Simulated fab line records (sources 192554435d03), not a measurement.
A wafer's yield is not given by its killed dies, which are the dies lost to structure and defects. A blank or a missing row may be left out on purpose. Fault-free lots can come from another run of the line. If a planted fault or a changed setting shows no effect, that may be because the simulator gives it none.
Struck lot and sound lot, side by side + flow n5_finfet + 18 out of 1938 route steps
Sound: these wafers, L453.1, L453.5, L453.6. The struck wafers were L444.1, L444.3, L444.4. The cause is given at the end.
For every step that has rows: the tool of each side, followed by ch and its chambers, followed by its first start. Under that, the readings that differ: sound wafers + struck wafers + difference of the means + sigmas: that difference in standard deviations of wafers without a fault.
alike: readings whose means differ by less than 2 such deviations, and words and numbers that are the same on both sides. not compared: withheld readings, readings that some wafer has no value for, bounds like >300 that may hide the same value, and numbers for which the record gives no deviation and whose values overlap.
Wherever a step has rows on one side only, a row that says differs or no value, or a row with sigmas, the two part there. When numbers do not overlap yet have no deviation, they are printed without sigmas and do not part them. A reading that every wafer of one side lacks parts them only if that side has two wafers or more.

first, 11 steps without rows for these wafers: N5_FIN_SAQP_MANDREL1_REMOVE_56 (chemistry HBr/Cl2/O2, target a-Si, stops on SiNx, bt time 10 s); N5_FIN_SAQP_ETCH_57 (etches SiNx in CH3F/O2, target depth 32.5 nm, time 46.4 s); N5_FIN_SAQP_ETCH_65 (etches SiO2 in CF4, target depth 4 nm, time 4.4 s); N5_FIN_SAQP_MANDREL_ETCH_58 (etches a-Si in HBr/Cl2, stops on SiNx, target depth 45 nm, bt time 10 s, time 27 s); N5_FIN_SAQP_RECESS_63 (chemistry HF/NH3, target SiO2, target depth 18 nm, afs cycles 3, sublimation time 60 s); N5_FIN_SAQP_COAT_68 (time 60 s, resist thk 100 nm); N5_FIN_SAQP_ETCH_69 (etches SOC in N2/H2, stops on SiNx, target depth 150 nm); N5_FIN_SAQP_ETCH_67 (etches SiNx in CH3F/O2, target depth 30 nm); N5_FIN_SAQP_STRIP_70 (strips in N2/H2); N5_FIN_SAQP_RECESS_71 (chemistry HF/NH3, target SiO2, target depth 3 nm, afs cycles 1, sublimation time 60 s); N5_FIN_SAQP_SPACER2_ALD_28 (deposits SiO2, target thk 8.1 nm, pulse time 1 s, purge time 2 s).
N5_FIN_SAQP_SPACER2_ETCHBACK_29: etches SiO2 in CHF3/O2, target depth 12.2 nm, time 6.1 s.
  sound on rie_diel-03 ch 0,1,2, day 6 15:20; struck on rie_diel-04 ch 0,1, day 4 09:31
  no value came back on the struck wafers for any of 10 readings (CHF3_flow_sccm (sccm), O2_flow_sccm (sccm) and others); on the sound wafers CHF3_flow_sccm (sccm) reads 49.95 49.90 49.94
| reading                                           | sound | struck      | difference | sigmas |
|---------------------------------------------------|-------|-------------|------------|--------|
| model.SiO2_of_FIN_SAQP_SPACER2_ALD_28.thk_nm (nm) | 0 0 0 | 8.2 8.2 8.2 | +8.2       |        |
  not compared: rf_hours_counter_h
N5_FIN_SAQP_MANDREL2_REMOVE_60: chemistry HBr/Cl2/O2, target a-Si, stops on SiNx, bt time 10 s.
  sound on rie_si-03 ch 0,1,3, day 6 15:26; struck on rie_si-02 ch 0,1,2, day 4 09:36
| reading               | sound             | struck            | difference | sigmas |
|-----------------------|-------------------|-------------------|------------|--------|
| oes_product_au (a.u.) | 0.994 1.009 1.019 | 0.363 0.383 0.370 | -0.635     | -33    |
  alike: chamber_pressure_mTorr, drypump_motor_current_A, oes_o_777_au, throttle_valve_pct
  not compared: rf_hours_counter_h
N5_FIN_SAQP_CD_MEAS_31: target cd 8 nm.
  sound on cd_sem-03 ch 0, day 6 15:32; struck on cd_sem-03 ch 0, day 4 09:43
| reading    | sound          | struck | difference                    | sigmas |
|------------|----------------|--------|-------------------------------|--------|
| cd_nm (nm) | 7.89 8.03 7.78 | - - -  | no value on the struck wafers |        |
N5_FIN_SAQP_HM_OPEN_33: chemistry CH3F/O2, target SiNx, target depth 49.4 nm, time 70.6 s.
  sound on rie_diel-02 ch 1,2,3, day 6 15:40; struck on rie_diel-04 ch 0,2, day 4 09:46
| reading                         | sound          | struck            | difference | sigmas |
|---------------------------------|----------------|-------------------|------------|--------|
| etch_rf_on_time_s (s)           | 64.6 67.2 70.6 | 176.5 176.5 176.5 | +109.0     | +78    |
| oes_product_au (a.u.)           | 0.64 0.62 0.61 | 0.27 0.27 0.27    | -0.35      | -6     |
| showerhead_plenum_p_Torr (Torr) | 2.01 2.08 2.07 | 1.90 1.90 1.90    | -0.15      | -2     |
  alike: chamber_pressure_mTorr, drypump_motor_current_A, mfc_ar_sccm, oes_o_777_au, rf_vpp_V, throttle_valve_pct
  not compared: rf_hours_counter_h
then, 1 step without rows for these wafers: N5_FIN_SAQP_ETCH_34 (etches SiO2 in C4F6/O2, target depth 45 nm, time 15 s).
N5_BEOL_M4_RC_MEAS_101:
  the record has rows for the sound wafers here (prober-01 ch 0, day 12 16:50) and none for the struck ones
-- the record jumps here: 10 days lie between the struck wafers' starts before and after (it left off in module BEOL_M4 and takes up again in module PASSIVATION, whose first step shown is number 1936 of the route) --
N5_PASSIVATION_PROBE_49:
  sound on prober-01, day 17 05:23; struck on prober-02, day 14 05:26
| reading             | sound       | struck         | difference | sigmas |
|---------------------|-------------|----------------|------------|--------|
| killed_at_front_end | 36 46 49    | 1119 1095 1129 | +1071      | +97    |
| killed_dies         | 108 115 144 | 1180 1180 1180 | +1058      | +62    |
| killed_on_rim       | 14 18 14    | 152 152 152    | +137       | +31    |
| killed_short        | 36 35 61    | 24 35 24       | -16        | -2     |
  alike: killed_at_M0_to_M3, killed_at_M4_up, killed_at_contacts, killed_at_other, killed_open

## WHERE THEY PART
At N5_FIN_SAQP_SPACER2_ETCHBACK_29 first; at N5_PASSIVATION_PROBE_49 last (within this record only).

WHY: whatever the simulator had introduced
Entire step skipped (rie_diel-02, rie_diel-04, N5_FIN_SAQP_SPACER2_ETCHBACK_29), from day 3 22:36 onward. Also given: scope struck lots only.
